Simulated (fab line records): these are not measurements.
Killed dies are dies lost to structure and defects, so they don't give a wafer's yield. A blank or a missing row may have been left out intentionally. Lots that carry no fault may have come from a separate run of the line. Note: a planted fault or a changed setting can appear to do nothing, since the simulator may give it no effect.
Chamber matching | flow nand-harc | rie-diel-05 running NHARC_A_WL_FILL_STRIP_29: 4 sister chambers
The step strips in O2, time 20 s. 16 wafers are shown with their chamber, then 8 later ones without.

## WAFERS, EACH WITH ITS CHAMBER
wafer  | chamber | showerhead-plenum-p-Torr (Torr) | drypump-motor-current-A (A) | oes-product-au (a.u.)
L075.2 | 0       | 3.32                            | 6.03                        | 0.995
L075.3 | 1       | 3.56                            | 6.03                        | 1.005
L075.4 | 3       | 3.48                            | 5.81                        | 1.010
L080.1 | 2       | 3.64                            | 5.84                        | 1.017
L080.4 | 0       | 3.32                            | 5.97                        | 0.993
L080.5 | 0       | 3.32                            | 5.98                        | 1.000
L082.1 | 3       | 3.48                            | 5.82                        | 1.006
L082.4 | 1       | 3.55                            | 6.02                        | 1.012
L082.5 | 3       | 3.48                            | 5.82                        | 0.999
L084.1 | 2       | 3.64                            | 5.84                        | 1.009
L084.3 | 1       | 3.55                            | 6.01                        | 0.992
L084.5 | 2       | 3.64                            | 5.83                        | 1.008
L089.3 | 2       | 3.63                            | 5.86                        | 1.021
L089.5 | 2       | 3.63                            | 5.86                        | 1.026
L089.6 | 1       | 3.55                            | 6.02                        | 0.962
L090.1 | 1       | 3.55                            | 6.04                        | 0.966

SIGNATURES (means of the wafers above)
reading                  | chamber 0 | chamber 1 | chamber 2 | chamber 3 | scatter within a chamber
showerhead-plenum-p-Torr | 3.3200    | 3.5520    | 3.6360    | 3.4800    | 0.00408
drypump-motor-current-A  | 5.9933    | 6.0240    | 5.8460    | 5.8167    | 0.0168
oes-product-au           | 0.99600   | 0.98740   | 1.01620   | 1.00500   | 0.014
Rule: distance of a wafer from a chamber = root of the sum over the readings of ((wafer's reading minus chamber's mean) / reading's scatter) squared. If the next closest chamber is less than 2 further off than the closest, the wafer can't be placed; otherwise it belongs to the closest. The scatter is the square root of a quotient: the sum, over the shown wafers, of each reading's squared deviation from its chamber's mean, divided by wafers minus chambers.

## WAFERS MISSING THEIR CHAMBER
wafer  | showerhead-plenum-p-Torr (Torr) | drypump-motor-current-A (A) | oes-product-au (a.u.)
L090.2 | 3.48                            | 5.81                        | 1.004
L090.4 | 3.63                            | 5.86                        | 1.017
L092.4 | 3.32                            | 6.00                        | 0.985
L092.5 | 3.63                            | 5.85                        | 1.019
L092.6 | 3.47                            | 5.80                        | 1.007
L094.1 | 3.47                            | 5.81                        | 1.003
L094.4 | 3.32                            | 5.99                        | 0.970
L094.5 | 3.47                            | 5.80                        | 1.010

## WHICH CHAMBER EACH ONE RAN IN
wafer  | from the rows above | in truth
L090.2 | 3                   | 3
L090.4 | 2                   | 2
L092.4 | 0                   | 0
L092.5 | 2                   | 2
L092.6 | 3                   | 3
L094.1 | 3                   | 3
L094.4 | 0                   | 0
L094.5 | 3                   | 3
Placed correctly: 8 of 8. Number that these rows cannot place: 0. Number placed wrongly: 0.
